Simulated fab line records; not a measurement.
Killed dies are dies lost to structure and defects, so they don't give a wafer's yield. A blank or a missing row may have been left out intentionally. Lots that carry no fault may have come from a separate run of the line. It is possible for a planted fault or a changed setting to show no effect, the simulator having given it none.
2 desks looking at one fault || flow n5_finfet || each desk has only its own numbers; what lay behind them comes last

== AT THE METROLOGY DESK ==
Lot by lot, what the gauges showed, no matter which tool ran the lot: averages of those sampled wafers that carry a number. The brackets show how far a lot's mean lies from the usual mean; more than 4 standard deviations puts the lot out of limits, marked OUT.
Columns: A = trench_depth_nm at N5_BEOL_M7_OCD_MEAS_38, usual 93.2 nm
{"lot": "L275", "first seen here": "day 10 05:20", "A": 92.1}
{"lot": "L278", "first seen here": "day 10 14:02", "A": 94.7}
{"lot": "L280", "first seen here": "day 11 14:47", "A": 92.7}
{"lot": "L285", "first seen here": "day 12 09:01", "A": 92.0}
{"lot": "L287", "first seen here": "day 12 16:07", "A": 92.5}
{"lot": "L288", "first seen here": "day 12 18:08", "A": 93.1}
{"lot": "L292", "first seen here": "day 14 00:48", "A": 93.6}
{"lot": "L293", "first seen here": "day 14 01:05", "A": 93.5}
{"lot": "L294", "first seen here": "day 14 13:52", "A": 92.1}
{"lot": "L295", "first seen here": "day 14 15:52", "A": 91.9}
This desk's verdict: no lot among the 10 shows anything out of limits.

== FOR THE TOOL OWNER'S DESK: rie_diel-02 ==
The tool's own readings at N5_BEOL_M7_VIA_ETCH_34 (etches SiCOH lowk in C4F6/O2, target depth 125.5 nm, time 50.5 s): means of the sampled wafers that have a number, for each lot that ran on this tool. The brackets show how far a lot's mean lies from the usual mean; more than 4 standard deviations puts the lot out of limits, marked OUT.
Columns: A = bias_w at N5_BEOL_M7_VIA_ETCH_34, usual 185.0 W; B = drypump_motor_current_A at N5_BEOL_M7_VIA_ETCH_34, usual 5.8 A; C = oes_product_au at N5_BEOL_M7_VIA_ETCH_34, usual 0.80 a.u.; D = rf_vpp_V at N5_BEOL_M7_VIA_ETCH_34, usual 662 V; E = run_length_s at N5_BEOL_M7_VIA_ETCH_34, usual 73.9 s; F = showerhead_plenum_p_Torr at N5_BEOL_M7_VIA_ETCH_34, usual 2.87 Torr; G = throttle_valve_pct at N5_BEOL_M7_VIA_ETCH_34, usual 20.91 %
{"lot": "L278", "first seen here": "day 10 13:47", "A": 184.6, "B": 6.0, "C": 0.90, "D": 664, "E": 73.8, "F": 2.94, "G": 20.77}
{"lot": "L287", "first seen here": "day 12 15:52", "A": 184.8, "B": 5.7, "C": 0.79, "D": 661, "E": 74.2, "F": 2.86, "G": 20.78}
{"lot": "L288", "first seen here": "day 12 17:53", "A": 185.2, "B": 5.7, "C": 0.81, "D": 661, "E": "79.7 (+12) OUT", "F": 2.94, "G": 20.91}
{"lot": "L292", "first seen here": "day 14 00:33", "A": 184.7, "B": 6.0, "C": 0.78, "D": 662, "E": "82.8 (+19) OUT", "F": 2.91, "G": 20.80}
This desk finds L288, L292 out of limits, L288 being first, at day 12 17:53 (run_length_s at N5_BEOL_M7_VIA_ETCH_34). L278, L287: within limits.

== PUT TOGETHER ==
The tool owner's desk had the chance to raise an alarm at day 12 17:53 on L288, L292.
Nothing out of limits was seen by the metrology desk.
The metrology desk holds a record of L288, L292, inside its limits.
Every lot named ran N5_BEOL_M7_VIA_ETCH_34 on rie_diel-02.

== WHAT WAS PUT IN BY THE SIMULATOR ==
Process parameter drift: rie_diel-02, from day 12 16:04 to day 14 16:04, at N5_BEOL_M7_VIA_ETCH_34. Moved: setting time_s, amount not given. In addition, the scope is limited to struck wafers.
Struck lots among those shown: L288, L292.
Hours from the fault's start to each desk's first reading out of limits: the tool owner's desk, 2.
